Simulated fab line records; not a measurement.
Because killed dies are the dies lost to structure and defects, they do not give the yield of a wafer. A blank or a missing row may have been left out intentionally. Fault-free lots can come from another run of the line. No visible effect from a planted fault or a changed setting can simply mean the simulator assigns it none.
Matching of chambers / flow n5 finfet / rie diel-01 running N5_BEOL_M0_SAQP_ETCH_84: 4 sister chambers
The step etches SOC in N2/H2, target depth 100 nm, overetch 20 nm, time 150 s. 14 wafers are shown with their chamber, then 7 later ones without.

== WAFERS PAIRED WITH THEIR CHAMBERS ==
wafer=L074.4; chamber=2; drypump motor current A (A)=4.9; showerhead plenum p Torr (Torr)=2.49; throttle valve pct (%)=17.61
wafer=L074.5; chamber=0; drypump motor current A (A)=5.8; showerhead plenum p Torr (Torr)=2.66; throttle valve pct (%)=18.06
wafer=L074.6; chamber=1; drypump motor current A (A)=5.8; showerhead plenum p Torr (Torr)=2.45; throttle valve pct (%)=17.53
wafer=L075.1; chamber=0; drypump motor current A (A)=5.7; showerhead plenum p Torr (Torr)=2.66; throttle valve pct (%)=18.07
wafer=L075.3; chamber=2; drypump motor current A (A)=5.0; showerhead plenum p Torr (Torr)=2.49; throttle valve pct (%)=17.60
wafer=L075.6; chamber=1; drypump motor current A (A)=5.8; showerhead plenum p Torr (Torr)=2.45; throttle valve pct (%)=17.53
wafer=L082.2; chamber=3; drypump motor current A (A)=4.7; showerhead plenum p Torr (Torr)=2.47; throttle valve pct (%)=17.60
wafer=L082.3; chamber=0; drypump motor current A (A)=5.7; showerhead plenum p Torr (Torr)=2.65; throttle valve pct (%)=18.09
wafer=L082.6; chamber=0; drypump motor current A (A)=5.7; showerhead plenum p Torr (Torr)=2.65; throttle valve pct (%)=18.09
wafer=L088.1; chamber=1; drypump motor current A (A)=5.8; showerhead plenum p Torr (Torr)=2.44; throttle valve pct (%)=17.57
wafer=L088.4; chamber=2; drypump motor current A (A)=5.0; showerhead plenum p Torr (Torr)=2.47; throttle valve pct (%)=17.65
wafer=L088.5; chamber=0; drypump motor current A (A)=5.7; showerhead plenum p Torr (Torr)=2.65; throttle valve pct (%)=18.11
wafer=L090.3; chamber=0; drypump motor current A (A)=5.8; showerhead plenum p Torr (Torr)=2.65; throttle valve pct (%)=18.10
wafer=L090.4; chamber=1; drypump motor current A (A)=5.8; showerhead plenum p Torr (Torr)=2.44; throttle valve pct (%)=17.57

SIGNATURES (means of the wafers above)
reading=drypump motor current A; chamber 0=5.733; chamber 1=5.800; chamber 2=4.967; chamber 3=4.700; scatter within a chamber=0.0447
reading=showerhead plenum p Torr; chamber 0=2.6533; chamber 1=2.4450; chamber 2=2.4833; chamber 3=2.4700; scatter within a chamber=0.00707
reading=throttle valve pct; chamber 0=18.0867; chamber 1=17.5500; chamber 2=17.6200; chamber 3=17.6000; scatter within a chamber=0.0218
Rule: distance of a wafer from a chamber = root of the sum over the readings of ((wafer's reading minus chamber's mean) / reading's scatter) squared. If the next closest chamber is less than 2 further off than the closest, the wafer can't be placed; otherwise it belongs to the closest. How the scatter is found: for the shown wafers, subtract from each reading the mean of its chamber, square and add these, divide the total by (wafers less chambers), then take the root.

== WAFERS MISSING THEIR CHAMBER ==
wafer=L090.6; drypump motor current A (A)=5.8; showerhead plenum p Torr (Torr)=2.44; throttle valve pct (%)=17.56
wafer=L092.1; drypump motor current A (A)=4.9; showerhead plenum p Torr (Torr)=2.47; throttle valve pct (%)=17.66
wafer=L092.2; drypump motor current A (A)=4.7; showerhead plenum p Torr (Torr)=2.46; throttle valve pct (%)=17.65
wafer=L092.3; drypump motor current A (A)=5.8; showerhead plenum p Torr (Torr)=2.65; throttle valve pct (%)=18.12
wafer=L096.3; drypump motor current A (A)=5.7; showerhead plenum p Torr (Torr)=2.43; throttle valve pct (%)=17.59
wafer=L096.4; drypump motor current A (A)=5.7; showerhead plenum p Torr (Torr)=2.64; throttle valve pct (%)=18.15
wafer=L096.6; drypump motor current A (A)=4.7; showerhead plenum p Torr (Torr)=2.46; throttle valve pct (%)=17.65

== WHICH CHAMBER EACH WENT THROUGH ==
wafer=L090.6; from the rows above=1; in truth=1
wafer=L092.1; from the rows above=2; in truth=2
wafer=L092.2; from the rows above=3; in truth=3
wafer=L092.3; from the rows above=0; in truth=0
wafer=L096.3; from the rows above=1; in truth=1
wafer=L096.4; from the rows above=0; in truth=0
wafer=L096.6; from the rows above=3; in truth=3
Correct placement for 7 of the 7. Number that these rows cannot place: 0. Number placed wrongly: 0.
